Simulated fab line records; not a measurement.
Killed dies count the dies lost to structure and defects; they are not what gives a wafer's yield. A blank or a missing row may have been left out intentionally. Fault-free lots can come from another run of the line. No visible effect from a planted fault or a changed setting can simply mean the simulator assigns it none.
Problem report, 8D (eight disciplines) form, completed by code -- flow n5 finfet -- the parts of the form that need people (team, actions taken, sign-off) are left out

== 1. PROBLEM STATEMENT ==
N5_BEOL_M4_VIA_ETCH_34, rf fwd power W: mean 263.6 W over 1 wafer from 1 lot; wafers with no fault: 346.7 W, standard deviation 1.2. That puts it -69 standard deviations away from the usual mean.
The step: etches the open film in C4F6/O2, target depth 69.4 nm, time 65.9 s.
Seen first at day 12 05:15 on rie diel-01, wafer L652.4. The record has a number at this step for 27 wafers belonging to 9 lots. Rule for "out", or "out of limits": more than 4 standard deviations from the usual mean. All remaining wafers that have a number are taken as sound.

== 2. WHAT IT IS, AND WHAT IT ISN'T ==
question,is,is not
which readings at this step,"rf fwd power W, rf vpp V","drypump motor current A, mfc ar sccm, oes product au, showerhead plenum p Torr, throttle valve pct"
which lots,L652,"L633, L635, L637, L638, L641, L649, L653, L655"
which wafers of those lots,L652.4,"L652.1, L652.6"
read on which tools,rie diel-01,"rie diel-02, rie diel-04"
when,from day 12 05:15,"up to then (20 sound wafers); but 6 sound wafers of L653, L655 came after"

== 3. WHAT RULES OUT EACH SUSPECT ==
Counting: any tool at a process step up to the reading remains a suspect provided it ran every lot that is out. Sound lots after the first of them don't rule it out here, since some wafers of a struck lot are sound.
- rie diel-01 at N5_BEOL_M4_VIA_ETCH_34 (etches the open film in C4F6/O2, target depth 69.4 nm, time 65.9 s): kept. It processed L652, the lot that is out, at day 12 05:15, and its most recent sound lot before then was L641 at day 9 17:04. On those wafers its own readings are out: rf fwd power W, rf vpp V.
- At N5_BEOL_M4_VIA_ETCH_34, inside rie diel-01: chamber 0 took the wafers that are out, while their sound lot-mates went through chambers 1, 3.
Remaining after the count: rie diel-01 at N5_BEOL_M4_VIA_ETCH_34.

== 4. THE CAUSE (what the simulator had put in) ==
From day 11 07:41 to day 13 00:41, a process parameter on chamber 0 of rie diel-01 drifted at N5_BEOL_M4_VIA_ETCH_34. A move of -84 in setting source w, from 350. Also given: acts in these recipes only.
Counting left only this tool.

== 5. THE CHAIN OF EFFECTS, in route order ==
Each row: a reading whose mean over the struck wafers that have a number lies more than 3 standard deviations from the usual. Only readings whose record carries a usual standard deviation are examined. hours: median over the lots of the time between each lot's start at the first step of this table that gives one and its start at this step. sigmas: the change, counted in usual standard deviations.
hours,step,reading,usual,on struck wafers,change,sigmas
0,N5_BEOL_M4_VIA_ETCH_34,rf fwd power W,346.7 W,263.6,-83.1,-69
0,N5_BEOL_M4_VIA_ETCH_34,rf vpp V,667 V,764,+97,+12
Its process steps:
- N5_BEOL_M4_VIA_ETCH_34: etches the open film in C4F6/O2, target depth 69.4 nm, time 65.9 s.
Later measuring or inspecting steps at which every struck wafer that the step has a row for has a number for every such reading, and none has moved that far: N5_BEOL_M4_RC_MEAS_101.

== 6. HOW IT WOULD HAVE BEEN CAUGHT EARLIER ==
In this record no reading fell out of limits until day 12 05:15, 22 hours after the fault had begun at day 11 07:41.
